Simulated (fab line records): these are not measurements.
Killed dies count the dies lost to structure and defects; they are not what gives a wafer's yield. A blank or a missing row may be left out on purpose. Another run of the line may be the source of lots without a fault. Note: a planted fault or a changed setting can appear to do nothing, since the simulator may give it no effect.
fab line records	flow n5Finfet
[record] lots = 10	wafers = 30	lastDay = 17
route steps=1938 shown BEOL_M9@1461 BEOL_M10@1472
lots with no fault: from the same line, run without faults
startH: hours from the record's first day to the start of the lot's first wafer shown	waitH: time in hours since the lot's previous step	" as in the row above	L1.1+2: several wafers, shown together as one row	- value missing, or start not given	* or withheld: withheld	< > ~ a bound
route shown NAME@n: NAME is a module with steps in the file, n the number in the route of the first one	usual: mean and standard deviation over wafers with no fault	same: alike in all rows	chamber/n: place in a boat	sites: each site's reading	_std_site: standard deviation of those values	_edge_site: outer sites' mean less inner sites'	radiusMm: for every site, how far away it sits from the centre of the wafer	mask NAME#n: copy n	behind: the last tool/chamber to shape the wafer	hold: why the lot went on hold/how many hours it stayed there/how the hold came to an end	device: whichever transistor did not switch (one of n, p or np)	end of line: the same wafers' tests at the end of the route	a step with no rows: only its recipe	killed: at the first sort, the dies lost to defects and structure; wafer yield is something else	map: the dies of a wafer, with x for killed, . for not killed, _ for no die there
set.NAME: the setting the step ran with; set.NAME@STEP: the setting that earlier step ran with	model.NAME: the simulator's own value behind a step, which no gauge read
route steps across a sampled set of lots; one table per step, one row per wafer
services: the hour from which a tool's chamber was out of use, counted from the record's first day as startH (under 0 if before that day), plus the number of hours and why
[[steps]]
[step N5_BEOL_M9_SPUTTER_48]
[recipe] material = Cu	targetThkA = 120	tempC = -20	biasV = 60	powerW = 26000	chamberPressurePa = 0.13	timeS = 2
[usual] throttleValvePct = 30.0/1.4
lot.wafer	tool	chamber	startH	waitH	throttleValvePct
L644.3	pvdSputter-03	-	216.66	0.1	31.9
L644.4	"	-	"	"	28.3
L644.6	"	-	"	"	28.1
L648.1	pvdSputter-01	-	228.61	0.1	31.1
L648.4	"	-	"	"	30.2
L648.6	"	-	"	"	29.0
L647.1	pvdSputter-03	-	232.00	0.1	31.8
L647.3	"	-	"	"	31.0
L647.4	"	-	"	"	28.1
L650.1	pvdSputter-02	-	260.76	0.2	30.5
L650.3	"	-	"	"	29.5
L650.4	"	-	"	"	29.6
L651.2	pvdSputter-01	-	266.51	0.1	30.3
L651.3	"	-	"	"	31.2
L651.4	"	-	"	"	29.2
L654.3	pvdSputter-03	-	295.56	0.3	28.1
L654.5	"	-	"	"	28.2
L654.6	"	-	"	"	30.6
L658.1	pvdSputter-03	-	315.40	0.1	28.1
L658.2	"	-	"	"	32.0
L658.4	"	-	"	"	28.2
L659.1	pvdSputter-03	-	328.56	0.2	31.8
L659.4	"	-	"	"	32.1
L659.6	"	-	"	"	31.0
L660.1	pvdSputter-02	-	333.64	0.1	29.3
L660.3	"	-	"	"	30.6
L660.6	"	-	"	"	29.3
L665.2	pvdSputter-03	-	349.50	0.2	31.6
L665.4	"	-	"	"	28.4
L665.6	"	-	"	"	32.1
[step N5_BEOL_M9_INSPECT_58]
[recipe] inspectInstrument = darkfield	mode = postDep
[usual] rawDefectCount = 68/22
lot.wafer	tool	chamber	startH	waitH	rawDefectCount
L644.3	defectInspect-02	-	218.08	0.0	73
L644.4	"	-	"	"	72
L644.6	"	-	"	"	76
L648.1	defectInspect-01	-	229.59	0.0	62
L648.4	"	-	"	"	61
L648.6	"	-	"	"	76
L647.1	defectInspect-02	-	233.15	0.0	45
L647.3	"	-	"	"	87
L647.4	"	-	"	"	71
L650.1	defectInspect-01	-	261.74	0.0	47
L650.3	"	-	"	"	76
L650.4	"	-	"	"	50
L651.2	defectInspect-02	-	267.52	0.0	90
L651.3	"	-	"	"	99
L651.4	"	-	"	"	102
L654.3	defectInspect-01	-	296.64	0.0	65
L654.5	"	-	"	"	62
L654.6	"	-	"	"	100
L658.1	defectInspect-01	-	316.66	0.0	72
L658.2	"	-	"	"	62
L658.4	"	-	"	"	73
L659.1	defectInspect-01	-	329.56	0.0	61
L659.4	"	-	"	"	95
L659.6	"	-	"	"	102
L660.1	defectInspect-01	-	334.97	0.0	128
L660.3	"	-	"	"	108
L660.6	"	-	"	"	94
L665.2	defectInspect-01	-	350.77	0.0	75
L665.4	"	-	"	"	55
L665.6	"	-	"	"	76
[step N5_BEOL_M10_THK_MEAS_01]
[recipe] reads = SiCOH_lowk_of_BEOL_M10_ILD_DEP_00
[usual] M10_ILD_THK = 269/3.3
lot.wafer	tool	chamber	startH	waitH	M10_ILD_THK[nm]
L644.3	filmMetro-02	-	218.75	0.3	271
L644.4	"	-	"	"	268
L644.6	"	-	"	"	270
L648.1	filmMetro-01	-	230.96	0.4	264
L648.4	"	-	"	"	268
L648.6	"	-	"	"	267
L647.1	filmMetro-01	-	233.78	0.4	265
L647.3	"	-	"	"	265
L647.4	"	-	"	"	265
L650.1	filmMetro-01	-	262.88	0.8	268
L650.3	"	-	"	"	272
L650.4	"	-	"	"	273
L651.2	filmMetro-01	-	268.18	0.4	269
L651.3	"	-	"	"	273
L651.4	"	-	"	"	273
L654.3	filmMetro-01	-	297.27	0.3	268
L654.5	"	-	"	"	272
L654.6	"	-	"	"	273
L658.1	filmMetro-02	-	317.28	0.4	266
L658.2	"	-	"	"	265
L658.4	"	-	"	"	269
L659.1	filmMetro-02	-	330.18	0.4	266
L659.4	"	-	"	"	273
L659.6	"	-	"	"	272
L660.1	filmMetro-02	-	335.60	0.4	270
L660.3	"	-	"	"	270
L660.6	"	-	"	"	275
L665.2	filmMetro-02	-	351.40	0.4	265
L665.4	"	-	"	"	270
L665.6	"	-	"	"	266
[step N5_BEOL_M10_COAT_60]
[recipe] resist = SiARC	tempC = 220	timeS = 60	spinRpm = 1500	resistThkNm = 30
[usual] spinSpeedRpm = 1500.0/0.89
lot.wafer	tool	chamber	startH	waitH	spinSpeedRpm
L644.3	lithoTrack-02	0	219.39	-	1498.8
L644.4	"	0	"	"	1497.6
L644.6	"	0	"	"	1498.0
L648.1	lithoTrack-04	0	231.74	-	1501.1
L648.4	"	0	"	"	1501.1
L648.6	"	0	"	"	1501.3
L647.1	lithoTrack-03	0	236.41	-	1501.3
L647.3	"	0	"	"	1499.5
L647.4	"	0	"	"	1499.5
L650.1	lithoTrack-03	0	265.42	-	1235.4
L650.3	"	0	"	"	1236.3
L650.4	"	0	"	"	1237.4
L651.2	lithoTrack-03	0	269.62	-	1237.5
L651.3	"	0	"	"	1235.7
L651.4	"	0	"	"	1238.3
L654.3	lithoTrack-02	0	297.89	-	1500.1
L654.5	"	0	"	"	1499.8
L654.6	"	0	"	"	1499.9
L658.1	lithoTrack-04	0	318.51	-	1500.6
L658.2	"	0	"	"	1499.1
L658.4	"	0	"	"	1500.1
L659.1	lithoTrack-02	0	332.39	-	1499.9
L659.4	"	0	"	"	1499.8
L659.6	"	0	"	"	1500.4
L660.1	lithoTrack-03	0	337.77	-	1500.5
L660.3	"	0	"	"	1499.7
L660.6	"	0	"	"	1499.8
L665.2	lithoTrack-03	0	353.52	-	1498.4
L665.4	"	0	"	"	1499.8
L665.6	"	0	"	"	1499.7
[step N5_BEOL_M10_ETCH_61]
[recipe] chemistry = CF4	target = SiARC	targetDepthA = 390	maskMaterial = CAR-ArF	timeS = 65	ionEnergyEv = 80	pressureMtorr = 40	sourceW = 545	biasW = 36	Ar_flow_sccm = 100	cf4FlowSccm = 100	ends = cleared
[usual] drypumpMotorCurrentA = 5.6/0.44	etchRfOnTimeS = 65.2/0.98	oesProductAu = 0.68/0.072	rfVppV = 184.1/1.5	showerheadPlenumPTorr = 2.15/0.096	throttleValvePct = 15.69/0.22
lot.wafer	tool	chamber	startH	waitH	drypumpMotorCurrentA	etchRfOnTimeS	oesProductAu	rfHoursCounterH	rfVppV	showerheadPlenumPTorr	throttleValvePct
L644.3	rieDiel-06	2	219.87	0.0	5.9	65.7	0.57	222	183.9	2.12	15.86
L644.4	"	3	"	"	6.3	65.3	0.75	48	183.2	2.09	15.42
L644.6	"	1	"	"	6.3	65.1	0.80	-	187.4	2.27	15.63
L648.1	rieDiel-01	3	232.24	0.0	5.6	65.3	0.76	24	183.5	2.19	15.53
L648.4	"	1	"	"	5.2	67.2	0.65	146	183.4	2.06	15.82
L648.6	"	1	"	"	5.2	67.5	0.65	-	182.3	2.06	15.81
L647.1	rieDiel-06	2	237.26	0.0	5.9	65.2	0.58	229	182.2	2.12	15.86
L647.3	"	3	"	"	6.3	65.6	0.74	55	184.0	2.09	15.44
L647.4	"	1	"	"	6.3	65.0	0.78	24	185.4	2.27	15.65
L650.1	rieDiel-06	0	265.90	0.0	5.6	72.1	0.68	100	185.6	2.25	15.60
L650.3	"	2	"	"	5.9	71.6	0.57	238	184.3	2.11	15.88
L650.4	"	1	"	"	6.3	72.0	0.77	31	183.9	2.27	15.68
L651.2	rieDiel-01	3	270.46	0.0	5.6	72.8	0.73	41	185.4	2.18	15.54
L651.3	"	2	"	"	4.9	71.8	0.60	213	180.5	1.97	15.92
L651.4	"	0	"	"	5.0	70.4	0.84	6	186.0	2.27	15.25
L654.3	rieDiel-02	2	298.39	0.0	5.4	65.4	0.79	14	182.2	2.10	15.34
L654.5	"	1	"	"	5.4	65.3	0.66	-	185.7	2.24	15.93
L654.6	"	2	"	"	5.4	65.1	0.80	-	184.3	2.10	15.35
L658.1	rieDiel-01	3	319.01	0.0	5.6	65.8	0.70	56	184.0	2.18	15.58
L658.2	"	1	"	"	5.3	66.6	0.63	179	183.4	2.05	15.88
L658.4	"	2	"	"	4.9	64.3	0.60	228	183.6	1.96	15.95
L659.1	rieDiel-06	0	332.88	0.0	5.6	65.0	0.66	122	186.2	2.24	15.64
L659.4	"	0	"	"	5.6	65.8	0.67	-	184.9	2.24	15.65
L659.6	"	3	"	"	6.3	65.7	0.70	-	183.0	2.08	15.50
L660.1	rieDiel-06	3	338.48	0.0	6.3	65.2	0.70	94	184.0	2.08	15.50
L660.3	"	0	"	"	5.6	65.5	0.66	124	184.1	2.24	15.65
L660.6	"	1	"	"	6.3	65.7	0.72	-	183.8	2.26	15.72
L665.2	rieDiel-01	0	354.14	0.0	5.0	63.4	0.77	36	186.4	2.26	15.32
L665.4	"	1	"	"	5.3	67.6	0.61	194	182.9	2.05	15.92
L665.6	"	1	"	"	5.3	67.3	0.62	-	183.6	2.05	15.93
[[services]]
tool	chamber	startH	hours	kind
pvdSputter-01	-	194.82	4.9	repair
rieDiel-01	0	237.25	-	clean
rieDiel-01	0	237.25	-	consumableReplace:focusRing
rieDiel-01	0	237.25	-	consumableReplace:showerhead
rieDiel-01	0	237.25	20.1	scheduledDown
rieDiel-01	0	237.25	20.1	ventCycle
rieDiel-02	2	237.85	-	clean
rieDiel-02	2	237.85	-	consumableReplace:focusRing
rieDiel-02	2	237.85	13.9	scheduledDown
rieDiel-02	2	237.85	13.9	ventCycle
rieDiel-06	0	243.05	2.5	repair
rieDiel-02	0	263.26	1.9	repair
rieDiel-06	1	298.54	10.2	repair
rieDiel-06	2	308.72	-	clean
rieDiel-06	2	308.72	-	consumableReplace:focusRing
rieDiel-06	2	308.72	27.9	scheduledDown
rieDiel-06	2	308.72	27.9	ventCycle
rieDiel-06	0	323.67	8.7	repair
rieDiel-02	3	339.30	-	clean
rieDiel-02	3	339.30	-	consumableReplace:focusRing
rieDiel-02	3	339.30	19.9	scheduledDown
rieDiel-02	3	339.30	19.9	ventCycle
rieDiel-06	-	346.62	0.7	repair
[[key]]
[firstSign] step = N5_BEOL_M10_COAT_60	reading = spinSpeedRpm	direction = down	sigmas = 99+	usual = *	struck = *
[effect] step = N5_BEOL_M10_ETCH_61	reading = etchRfOnTimeS	direction = up	sigmas = 6.7	usual = *	struck = *
metAt N5_BEOL_M10_COAT_60
struckLots L650,L651
notActingAt N5_BEOL_M9_SPUTTER_48,N5_BEOL_M9_INSPECT_58,N5_BEOL_M10_THK_MEAS_01
onsetBetween 236.41 265.42
[fault] kind = processParameterDrift	tool = lithoTrack-03	chamber = -	onsetH = 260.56	steps = N5_BEOL_M10_COAT_60	channel = spinRpm	offset = *	shape = step	endH = 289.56	actsIn = *	stated = *
